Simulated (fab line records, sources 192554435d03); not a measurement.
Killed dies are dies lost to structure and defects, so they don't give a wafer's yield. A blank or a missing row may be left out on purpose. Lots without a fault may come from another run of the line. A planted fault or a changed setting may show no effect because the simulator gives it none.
Chamber matching | flow n5_finfet | N5_BEOL_M4_PECVD_72 on pecvd-02: 3 sister chambers
The step deposits SiO2 from TEOS/O2, target thk 16 nm, time 18 s. 18 wafers are shown with their chamber, then 9 later ones without.

WAFERS WITH THEIR CHAMBER
wafer  | chamber | showerhead_plenum_p_Torr (Torr) | throttle_valve_pct (%) | heater_power_w (W)
L074.2 | 2       | 8.71                            | 23.9                   | 671
L074.4 | 2       | 8.70                            | 24.1                   | 657
L074.5 | 0       | 8.81                            | 21.1                   | 761
L075.1 | 2       | 8.73                            | 24.3                   | 608
L075.2 | 0       | 8.80                            | 20.8                   | 904
L075.5 | 0       | 8.80                            | 21.0                   | 915
L077.2 | 2       | 8.70                            | 24.2                   | 672
L077.3 | 1       | 8.79                            | 23.5                   | 680
L077.4 | 2       | 8.73                            | 24.4                   | 648
L081.3 | 0       | 8.81                            | 20.8                   | 936
L081.4 | 1       | 8.79                            | 23.7                   | 631
L081.6 | 0       | 8.79                            | 21.2                   | 920
L082.1 | 0       | 8.79                            | 20.8                   | 900
L082.2 | 1       | 8.80                            | 23.8                   | 603
L082.3 | 1       | 8.80                            | 23.5                   | 622
L086.1 | 2       | 8.70                            | 21.7                   | 578
L086.2 | 1       | 8.82                            | 23.7                   | 609
L086.6 | 1       | 8.78                            | 23.5                   | 605

SIGNATURES (means of the wafers above)
reading                  | chamber 0 | chamber 1 | chamber 2 | scatter within a chamber
showerhead_plenum_p_Torr | 8.8000    | 8.7967    | 8.7117    | 0.0127
throttle_valve_pct       | 20.950    | 23.617    | 23.767    | 0.606
heater_power_w           | 889.33    | 625.00    | 639.00    | 46.2
Rule: a wafer's distance from a chamber is the root of the sum, over the readings, of the square of ((its reading less the chamber's mean) divided by the reading's scatter). The wafer belongs to the nearest chamber; if the next one is less than 2 further off, it can't be placed. The scatter: the root of (the sum of the squares of (reading less its chamber's mean) over the shown wafers, divided by (wafers less chambers)).

WAFERS WITHOUT THEIR CHAMBER
wafer  | showerhead_plenum_p_Torr (Torr) | throttle_valve_pct (%) | heater_power_w (W)
L089.1 | 8.78                            | 20.9                   | 896
L089.4 | 8.79                            | 21.4                   | 915
L089.6 | 8.71                            | 21.4                   | 645
L096.2 | 8.82                            | 23.6                   | 660
L096.4 | 8.80                            | 23.7                   | 657
L096.6 | 8.79                            | 24.0                   | 674
L097.3 | 8.78                            | 21.1                   | 961
L097.5 | 8.80                            | 21.2                   | 923
L097.6 | 8.81                            | 23.7                   | 642

WHICH CHAMBER EACH WENT THROUGH
wafer  | from the rows above | in truth
L089.1 | 0                   | 0
L089.4 | 0                   | 0
L089.6 | 2                   | 2
L096.2 | 1                   | 1
L096.4 | 1                   | 1
L096.6 | 1                   | 1
L097.3 | 0                   | 0
L097.5 | 0                   | 0
L097.6 | 1                   | 1
Placed correctly: 9 of 9. Can't be placed from these rows: 0. Placed wrongly: 0.
